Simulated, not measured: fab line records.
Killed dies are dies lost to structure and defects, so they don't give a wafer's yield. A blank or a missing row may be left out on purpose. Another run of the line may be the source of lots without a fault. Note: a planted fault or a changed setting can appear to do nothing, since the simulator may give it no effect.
The same fault as seen by 2 desks | flow n5-finfet | only its own numbers are on each desk; what lay behind them is given at the end

## FROM THE METROLOGY DESK
Lot by lot, what the gauges showed, no matter which tool ran the lot: averages of those sampled wafers that carry a number. A lot is out of limits, marked OUT, if its mean lies more than 4 standard deviations from the usual mean; the brackets give that distance. Only the readings that lie furthest out on some lot appear, 7 of the 10 it has.
Columns: A = DIBL_N at N5_BEOL_M4_RC_MEAS_101, usual 36.4 mV/V; B = IOFF_N at N5_BEOL_M4_RC_MEAS_101, usual 0.159 nA/um; C = IOFF_P at N5_BEOL_M4_RC_MEAS_101, usual 0.21 nA/um; D = ION_N at N5_BEOL_M4_RC_MEAS_101, usual 670 uA/um; E = ION_P at N5_BEOL_M4_RC_MEAS_101, usual 459 uA/um; F = VT_N at N5_BEOL_M4_RC_MEAS_101, usual 250 mV; G = VT_P at N5_BEOL_M4_RC_MEAS_101, usual -250 mV
lot  | first seen here | A    | B     | C    | D   | E   | F   | G
L937 | day 8 20:29     | 36.7 | 0.164 | 0.21 | 670 | 453 | 250 | -252
L946 | day 10 08:58    | 37.4 | 0.166 | 0.22 | 681 | 467 | 249 | -248
L945 | day 11 16:45    | 35.8 | 0.156 | 0.19 | 667 | 451 | 250 | -254
L954 | day 13 06:04    | 35.0 | 0.130 | 0.18 | 660 | 454 | 255 | -253
Result from this desk: across the 4 lots, nothing is out of limits.

## DESK OF THE TOOL OWNER: litho-track-02
The tool's own readings at N5_MOL_CONTACT_COAG_COAT_77 (time 60 s, resist thk 10 nm): means of the sampled wafers that have a number, for each lot that ran on this tool. A lot is out of limits, marked OUT, if its mean lies more than 4 standard deviations from the usual mean; the brackets give that distance.
Columns: A = spin-speed-rpm at N5_MOL_CONTACT_COAG_COAT_77, usual 1500.0 rpm
lot  | first seen here | A
L937 | day 5 18:15     | 1500.2
L945 | day 7 05:47     | 1389.3 (-99 or more) OUT
L946 | day 7 13:01     | 1387.9 (-99 or more) OUT
This desk's finding: out of limits on L945, L946; first on L945, day 7 05:47 (spin-speed-rpm at N5_MOL_CONTACT_COAG_COAT_77). Within limits: L937.

## PUT TOGETHER
On L945, L946, at day 7 05:47, an alarm was possible from the tool owner's desk.
The metrology desk saw nothing out of limits.
The metrology desk has L945, L946 on record, within its limits.
Every lot named ran N5_MOL_CONTACT_COAG_COAT_77 on litho-track-02.

## WHAT HAD BEEN PUT IN BY THE SIMULATOR
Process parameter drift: litho-track-02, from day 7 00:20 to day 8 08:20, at N5_MOL_CONTACT_COAG_COAT_77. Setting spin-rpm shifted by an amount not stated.
Struck lots among those shown: L945, L946.
Time in hours from fault onset to the first out-of-limits reading at each desk: the tool owner's desk, 5.
